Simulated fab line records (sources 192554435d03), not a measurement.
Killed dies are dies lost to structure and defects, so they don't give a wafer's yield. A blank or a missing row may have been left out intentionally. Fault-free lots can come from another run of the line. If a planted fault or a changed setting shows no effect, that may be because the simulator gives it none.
Which tool did it?	flow n5_finfet	22 lots, 66 wafers sampled, at 6 steps of a route of 1938

== WHAT THE GAUGES READ, wafer by wafer ==
The record holds no reading of a measuring or inspecting step that can be judged against a usual standard deviation.

== EACH LOT AND THE TOOL THAT RAN IT (in order: tool; ch and the chambers of the sampled wafers; start) ==
lot	N5_HKMG_FIN_ETCHBACK_68	N5_GATE_CUT_ETCH_56	N5_GATE_CUT_PECVD_57	N5_GATE_CUT_HM_DEP_46	N5_GATE_CUT_ETCH_36	N5_GATE_CUT_ETCH_19
L074	rie_metal-03 ch 0, day 4 10:16	rie_metal-03 ch 0,1, day 4 12:11	pecvd-01 ch 1,2, day 4 15:05	pecvd-02 ch 1,2, day 4 15:31	rie_diel-03 ch 0,1,2, day 4 16:09	rie_diel-03 ch 0,1,2, day 4 16:23
L075	rie_metal-01 ch 1, day 4 10:24	rie_metal-02 ch 1, day 4 12:19	pecvd-02 ch 1,2, day 4 15:06	pecvd-01 ch 1,2, day 4 15:30	rie_diel-01 ch 0,1,2, day 4 16:19	rie_diel-01 ch 0,1,2, day 4 16:33
L076	rie_metal-03 ch 0, day 4 18:23	rie_metal-01 ch 0,1, day 4 20:19	pecvd-01 ch 1,2, day 4 23:01	pecvd-01 ch 2, day 4 23:27	rie_diel-05 ch 1,2,3, day 5 00:12	rie_diel-05 ch 1,2,3, day 5 00:26
L077	rie_metal-01 ch 0,1, day 5 05:05	rie_metal-01 ch 0,1, day 5 07:01	pecvd-01 ch 1,2, day 5 09:41	pecvd-03 ch 0,1, day 5 10:06	rie_diel-03 ch 0,1, day 5 10:37	rie_diel-03 ch 0,1, day 5 10:50
L078	rie_metal-03 ch 0,1, day 5 10:55	rie_metal-03 ch 1, day 5 12:51	pecvd-01 ch 0,1,2, day 5 15:37	pecvd-02 ch 0,2, day 5 16:01	rie_diel-05 ch 1,3, day 5 16:33	rie_diel-05 ch 1,3, day 5 16:54
L079	rie_metal-03 ch 0,1, day 5 15:11	rie_metal-01 ch 0,1, day 5 17:06	pecvd-03 ch 0,1, day 5 19:47	pecvd-02 ch 0,1, day 5 20:11	rie_diel-03 ch 0,2,3, day 5 21:01	rie_diel-03 ch 0,2,3, day 5 21:14
L081	rie_metal-01 ch 0,1, day 6 00:05	rie_metal-01 ch 0,1, day 6 02:03	pecvd-01 ch 0,1,2, day 6 04:46	pecvd-02 ch 0,1,2, day 6 05:10	rie_diel-03 ch 0,1, day 6 05:47	rie_diel-03 ch 0,1, day 6 06:01
L082	rie_metal-03 ch 0, day 6 05:10	rie_metal-02 ch 1, day 6 07:05	pecvd-02 ch 0,1, day 6 09:56	pecvd-03 ch 1,2, day 6 10:20	rie_diel-03 ch 0,1,2, day 6 11:07	rie_diel-03 ch 0,1,2, day 6 11:20
L083	rie_metal-02 ch 0,1, day 6 11:31	rie_metal-03 ch 0,1, day 6 13:26	pecvd-02 ch 0,1, day 6 16:13	pecvd-03 ch 0,2, day 6 16:37	rie_diel-01 ch 0,2,3, day 6 17:08	rie_diel-01 ch 0,2,3, day 6 17:22
L084	rie_metal-02 ch 0,1, day 6 18:55	rie_metal-02 ch 0,1, day 6 20:50	pecvd-02 ch 0,1,2, day 7 00:10	pecvd-03 ch 0,1,2, day 7 00:34	rie_diel-05 ch 0,1,3, day 7 01:05	rie_diel-05 ch 0,1,3, day 7 01:19
L085	rie_metal-01 ch 0,1, day 7 01:44	rie_metal-03 ch 0,1, day 7 03:40	pecvd-03 ch 0,2, day 7 08:31	pecvd-02 ch 1,2, day 7 08:57	rie_diel-03 ch 0,1,3, day 7 09:29	rie_diel-03 ch 0,1,3, day 7 09:43
L086	rie_metal-03 ch 0,1, day 7 08:19	rie_metal-03 ch 0,1, day 7 10:16	pecvd-03 ch 0,1, day 7 14:20	pecvd-01 ch 1,2, day 7 14:47	rie_diel-01 ch 2,3, day 7 15:32	rie_diel-01 ch 2,3, day 7 15:46
L087	rie_metal-01 ch 0,1, day 7 14:10	rie_metal-02 ch 0,1, day 7 16:06	pecvd-02 ch 0,2, day 7 19:40	pecvd-01 ch 0,1,2, day 7 20:05	rie_diel-01 ch 0,1,3, day 7 20:35	rie_diel-01 ch 0,1,3, day 7 20:49
L088	rie_metal-02 ch 0,1, day 7 19:52	rie_metal-01 ch 0,1, day 7 21:47	pecvd-02 ch 1,2, day 8 00:28	pecvd-01 ch 0,1, day 8 00:53	rie_diel-05 ch 1,2,3, day 8 01:31	rie_diel-05 ch 1,2,3, day 8 01:45
L089	rie_metal-02 ch 0,1, day 8 01:28	rie_metal-01 ch 0,1, day 8 03:23	pecvd-03 ch 1,2, day 8 06:04	pecvd-03 ch 1,2, day 8 06:31	rie_diel-01 ch 1,2,3, day 8 07:02	rie_diel-01 ch 1,2,3, day 8 07:16
L090	rie_metal-01 ch 0,1, day 8 06:19	rie_metal-01 ch 0,1, day 8 08:14	pecvd-03 ch 0,1, day 8 10:58	pecvd-03 ch 0,1, day 8 11:23	rie_diel-01 ch 0,1, day 8 12:08	rie_diel-01 ch 0,1, day 8 12:22
L091	rie_metal-02 ch 0, day 8 16:02	rie_metal-03 ch 0,1, day 8 18:03	pecvd-01 ch 0,1, day 8 20:44	pecvd-03 ch 0,1, day 8 21:08	rie_diel-03 ch 1,2,3, day 8 21:47	rie_diel-03 ch 1,2,3, day 8 22:01
L092	rie_metal-03 ch 0,1, day 8 23:18	rie_metal-03 ch 0,1, day 9 01:20	pecvd-01 ch 0,2, day 9 04:10	pecvd-03 ch 0,1, day 9 04:35	rie_diel-01 ch 0,2, day 9 05:05	rie_diel-01 ch 0,2, day 9 05:19
L093	rie_metal-03 ch 1, day 9 09:40	rie_metal-03 ch 1, day 9 11:49	pecvd-02 ch 0,2, day 9 14:35	pecvd-02 ch 0,2, day 9 14:59	rie_diel-03 ch 0,1, day 9 15:30	rie_diel-03 ch 0,1, day 9 15:44
L095	rie_metal-01 ch 0,1, day 9 16:37	rie_metal-01 ch 0,1, day 9 18:32	pecvd-01 ch 0,2, day 9 21:17	pecvd-01 ch 0,1, day 9 21:52	rie_diel-05 ch 1,2,3, day 9 22:23	rie_diel-05 ch 1,2,3, day 9 22:37
L096	rie_metal-02 ch 0,1, day 9 22:38	rie_metal-02 ch 0,1, day 10 00:41	pecvd-03 ch 0,1,2, day 10 03:28	pecvd-01 ch 0,2, day 10 03:55	rie_diel-05 ch 1,2,3, day 10 04:26	rie_diel-05 ch 1,2,3, day 10 04:40
L097	rie_metal-01 ch 0,1, day 10 00:41	rie_metal-01 ch 0,1, day 10 02:37	pecvd-03 ch 1,2, day 10 05:23	pecvd-02 ch 0,2, day 10 05:48	rie_diel-03 ch 0,2,3, day 10 06:19	rie_diel-03 ch 0,2,3, day 10 06:32
- N5_HKMG_FIN_ETCHBACK_68: etches the open film in Cl2/Ar, stops on HfO2, target depth 0.5 nm.
- N5_GATE_CUT_ETCH_56: etches TiN in Cl2/Ar, target depth 21.6 nm.
- N5_GATE_CUT_PECVD_57: deposits SiNx from SiH4/NH3/N2, target thk 21 nm.
- N5_GATE_CUT_HM_DEP_46: deposits SiO2 from TEOS/O2, target thk 130 nm, time 26.6 s.
- N5_GATE_CUT_ETCH_36: etches SiARC in CF4, target depth 13 nm, time 21.7 s.
- N5_GATE_CUT_ETCH_19: etches SiNx in CH3F/O2, target depth 53.7 nm, time 76.7 s.

== WHAT THE TOOLS THEMSELVES READ (means of the sampled wafers that have a number; where no wafer has one, the mark that the record gives instead) ==
N5_HKMG_FIN_ETCHBACK_68. Usual: drypump_motor_current_A 6.01 A, standard deviation 0.24; mfc_cl2_sccm 39.99 sccm, standard deviation 0.11; oes_product_au 0.71 a.u., standard deviation 0.099; throttle_valve_pct 20.98 %, standard deviation 0.28.
lot	tool	drypump_motor_current_A (A)	mfc_cl2_sccm (sccm)	oes_product_au (a.u.)	throttle_valve_pct (%)	flag
L074	rie_metal-03	5.78	40.07	0.61	21.40	
L075	rie_metal-01	5.73	39.95	0.64	20.84	
L076	rie_metal-03	5.78	40.03	0.61	21.40	
L077	rie_metal-01	5.95	40.04	0.69	20.86	
L078	rie_metal-03	5.99	40.03	0.78	20.90	
L079	rie_metal-03	5.90	39.94	0.69	21.16	
L081	rie_metal-01	6.19	39.93	0.74	20.88	
L082	rie_metal-03	5.76	39.97	0.61	21.43	
L083	rie_metal-02	5.90	40.06	0.70	21.00	
L084	rie_metal-02	5.90	40.17	0.69	21.02	
L085	rie_metal-01	6.19	39.97	0.73	20.88	
L086	rie_metal-03	6.00	40.01	0.76	20.92	
L087	rie_metal-01	5.96	39.93	0.68	20.88	
L088	rie_metal-02	5.91	40.06	0.69	21.01	
L089	rie_metal-02	5.92	39.92	0.69	21.02	
L090	rie_metal-01	5.95	39.97	0.68	20.88	
L091	rie_metal-02	6.09	39.93	0.61	21.31	
L092	rie_metal-03	6.03	39.90	0.76	20.92	
L093	rie_metal-03	6.13	39.91	0.83	20.67	
L095	rie_metal-01	6.18	39.98	0.71	20.91	
L096	rie_metal-02	5.93	40.05	0.69	21.03	
L097	rie_metal-01	5.95	40.11	0.67	20.89	

N5_GATE_CUT_ETCH_56. Usual: drypump_motor_current_A 6.01 A, standard deviation 0.26; mfc_cl2_sccm 40.01 sccm, standard deviation 0.12; oes_product_au 0.72 a.u., standard deviation 0.096; throttle_valve_pct 20.96 %, standard deviation 0.26.
lot	tool	drypump_motor_current_A (A)	mfc_cl2_sccm (sccm)	oes_product_au (a.u.)	throttle_valve_pct (%)	flag
L074	rie_metal-03	6.02	40.01	0.80	20.89	
L075	rie_metal-02	5.82	40.01	0.75	20.86	
L076	rie_metal-01	6.18	39.99	0.75	20.86	
L077	rie_metal-01	5.95	39.92	0.71	20.83	
L078	rie_metal-03	6.15	40.21	0.88	20.63	
L079	rie_metal-01	5.95	40.01	0.69	20.85	
L081	rie_metal-01	5.93	40.12	0.69	20.87	
L082	rie_metal-02	5.82	39.94	0.74	20.86	
L083	rie_metal-03	5.88	40.14	0.70	21.15	
L084	rie_metal-02	5.90	39.91	0.70	21.01	
L085	rie_metal-03	5.89	39.98	0.70	21.16	
L086	rie_metal-03	5.87	40.13	0.69	21.16	
L087	rie_metal-02	6.01	39.99	0.65	21.15	
L088	rie_metal-01	6.19	40.14	0.73	20.89	
L089	rie_metal-01	6.16	39.98	0.73	20.88	
L090	rie_metal-01	5.95	39.94	0.68	20.88	
L091	rie_metal-03	5.91	40.00	0.69	21.16	
L092	rie_metal-03	6.03	40.02	0.77	20.91	
L093	rie_metal-03	6.15	40.05	0.85	20.65	
L095	rie_metal-01	6.19	39.97	0.72	20.89	
L096	rie_metal-02	6.02	39.84	0.65	21.16	
L097	rie_metal-01	5.95	40.02	0.67	20.88	

N5_GATE_CUT_PECVD_57. Usual: heater_power_w 822 W, standard deviation 77; showerhead_plenum_p_Torr 5.15 Torr, standard deviation 0.061; throttle_valve_pct 39.2 %, standard deviation 1.4.
lot	tool	heater_power_w (W)	showerhead_plenum_p_Torr (Torr)	throttle_valve_pct (%)	flag
L074	pecvd-01	800	5.10	38.5	
L075	pecvd-02	819	5.13	39.4	
L076	pecvd-01	896	5.12	37.5	
L077	pecvd-01	867	5.12	37.3	
L078	pecvd-01	891	5.13	38.2	
L079	pecvd-03	732	5.14	40.4	
L081	pecvd-01	885	5.12	38.5	
L082	pecvd-02	796	5.14	38.8	
L083	pecvd-02	835	5.18	38.9	
L084	pecvd-02	861	5.17	39.6	
L085	pecvd-03	735	5.18	39.9	
L086	pecvd-03	685	5.14	40.4	
L087	pecvd-02	905	5.21	40.0	
L088	pecvd-02	863	5.17	39.9	
L089	pecvd-03	764	5.20	39.4	
L090	pecvd-03	755	5.13	40.4	
L091	pecvd-01	834	5.11	39.6	
L092	pecvd-01	806	5.14	38.5	
L093	pecvd-02	833	5.21	39.5	
L095	pecvd-01	868	5.13	37.6	
L096	pecvd-03	739	5.16	40.1	
L097	pecvd-03	784	5.22	39.4	

N5_GATE_CUT_HM_DEP_46. Usual: heater_power_w 610 W, standard deviation 73; showerhead_plenum_p_Torr 8.35 Torr, standard deviation 0.033; throttle_valve_pct 18.4 %, standard deviation 0.67.
lot	tool	heater_power_w (W)	showerhead_plenum_p_Torr (Torr)	throttle_valve_pct (%)	flag
L074	pecvd-02	658	8.34	18.3	
L075	pecvd-01	629	8.32	18.1	
L076	pecvd-01	647	8.35	17.0	
L077	pecvd-03	517	8.34	18.8	
L078	pecvd-02	684	8.39	18.2	
L079	pecvd-02	611	8.36	18.2	
L081	pecvd-02	674	8.37	18.6	
L082	pecvd-03	581	8.37	18.4	
L083	pecvd-03	625	8.38	18.6	
L084	pecvd-03	565	8.35	18.8	
L085	pecvd-02	662	8.34	18.8	
L086	pecvd-01	659	8.32	18.0	
L087	pecvd-01	613	8.34	18.1	
L088	pecvd-01	586	8.34	18.5	
L089	pecvd-03	583	8.38	18.4	
L090	pecvd-03	513	8.34	19.0	
L091	pecvd-03	483	8.34	18.8	
L092	pecvd-03	521	8.34	18.8	
L093	pecvd-02	690	8.38	18.4	
L095	pecvd-01	663	8.33	18.5	
L096	pecvd-01	637	8.35	17.5	
L097	pecvd-02	702	8.38	19.0	

N5_GATE_CUT_ETCH_36. Usual: drypump_motor_current_A 5.8 A, standard deviation 0.37; etch_rf_on_time_s 21.6 s, standard deviation 0.33; oes_product_au 0.68 a.u., standard deviation 0.06; rf_vpp_V 184.1 V, standard deviation 0.9; showerhead_plenum_p_Torr 2.15 Torr, standard deviation 0.043; throttle_valve_pct 15.57 %, standard deviation 0.26.
lot	tool	drypump_motor_current_A (A)	etch_rf_on_time_s (s)	oes_product_au (a.u.)	rf_vpp_V (V)	showerhead_plenum_p_Torr (Torr)	throttle_valve_pct (%)	flag
L074	rie_diel-03	5.9	22.0	0.67	185.0	2.16	15.46	
L075	rie_diel-01	5.7	21.5	0.73	184.1	2.14	15.42	
L076	rie_diel-05	5.5	21.1	0.73	184.1	2.17	15.62	
L077	rie_diel-03	6.2	22.0	0.66	184.6	2.19	15.47	
L078	rie_diel-05	5.9	21.5	0.69	184.3	2.16	15.90	
L079	rie_diel-03	6.0	21.8	0.71	184.5	2.14	15.40	
L081	rie_diel-03	6.2	22.1	0.66	184.1	2.19	15.48	
L082	rie_diel-03	5.9	21.8	0.66	183.8	2.15	15.48	
L083	rie_diel-01	5.5	21.3	0.67	184.5	2.15	15.51	
L084	rie_diel-05	5.8	21.7	0.64	184.2	2.14	15.97	
L085	rie_diel-03	6.2	22.0	0.70	183.9	2.16	15.42	
L086	rie_diel-01	5.5	21.3	0.68	184.0	2.12	15.44	
L087	rie_diel-01	5.5	21.5	0.66	184.6	2.17	15.60	
L088	rie_diel-05	5.5	21.3	0.70	184.2	2.16	15.66	
L089	rie_diel-01	5.6	21.4	0.68	184.2	2.15	15.51	
L090	rie_diel-01	5.7	21.7	0.70	184.0	2.16	15.52	
L091	rie_diel-03	6.0	22.0	0.67	184.9	2.18	15.51	
L092	rie_diel-01	5.6	21.6	0.67	183.5	2.12	15.49	
L093	rie_diel-03	6.1	22.3	0.64	184.1	2.18	15.52	
L095	rie_diel-05	5.5	21.4	0.69	184.5	2.16	15.69	
L096	rie_diel-05	5.5	21.4	0.69	184.5	2.16	15.69	
L097	rie_diel-03	6.0	21.6	0.68	183.8	2.13	15.46	

N5_GATE_CUT_ETCH_19. Usual: drypump_motor_current_A 5.8 A, standard deviation 0.37; etch_rf_on_time_s 76.7 s, standard deviation 0.87; oes_product_au 0.68 a.u., standard deviation 0.061; rf_vpp_V 297 V, standard deviation 3; showerhead_plenum_p_Torr 2.01 Torr, standard deviation 0.044; throttle_valve_pct 16.30 %, standard deviation 0.26.
lot	tool	drypump_motor_current_A (A)	etch_rf_on_time_s (s)	oes_product_au (a.u.)	rf_vpp_V (V)	showerhead_plenum_p_Torr (Torr)	throttle_valve_pct (%)	flag
L074	rie_diel-03	5.9	78.3	0.67	297	2.01	16.18	
L075	rie_diel-01	5.7	75.6	0.73	299	2.00	16.15	
L076	rie_diel-05	5.5	76.0	0.72	294	2.03	16.35	
L077	rie_diel-03	6.2	78.1	0.66	300	2.04	16.20	
L078	rie_diel-05	5.9	76.5	0.69	296	2.02	16.63	
L079	rie_diel-03	6.0	76.3	0.71	296	1.99	16.14	
L081	rie_diel-03	6.1	77.7	0.66	299	2.04	16.22	
L082	rie_diel-03	5.9	76.8	0.66	298	2.01	16.21	
L083	rie_diel-01	5.5	76.5	0.67	297	2.00	16.24	
L084	rie_diel-05	5.8	77.4	0.64	296	2.00	16.69	
L085	rie_diel-03	6.2	77.4	0.70	297	2.02	16.16	
L086	rie_diel-01	5.5	76.1	0.68	299	1.98	16.15	
L087	rie_diel-01	5.5	76.2	0.66	299	2.03	16.35	
L088	rie_diel-05	5.5	77.0	0.70	295	2.02	16.39	
L089	rie_diel-01	5.5	76.5	0.68	300	2.01	16.23	
L090	rie_diel-01	5.7	76.5	0.70	301	2.02	16.29	
L091	rie_diel-03	6.0	76.9	0.67	298	2.04	16.25	
L092	rie_diel-01	5.6	76.0	0.67	298	1.99	16.25	
L093	rie_diel-03	6.1	77.5	0.65	298	2.03	16.25	
L095	rie_diel-05	5.5	75.6	0.69	294	2.02	16.42	
L096	rie_diel-05	5.5	76.0	0.69	294	2.01	16.43	
L097	rie_diel-03	5.9	76.8	0.68	296	1.98	16.20	

== THE ANSWER, worked out from the rows above alone ==
Rule: lot off if the mean of its wafers having a number is beyond 3 standard deviations from the usual mean. Also off: a lot with no number at a reading for which 4 or more lots have one. All remaining lots with rows at the step are treated as sound. First the gauges in route order, then the tools' own readings, where a lot's mean is used as printed above. At the first step where some lot is off, the reading lying furthest off is the one used; lots without a number count as furthest.
Across all readings shown, no lot is off: no conclusion can be drawn from this.

== WHAT THE SIMULATOR HAD PUT IN ==
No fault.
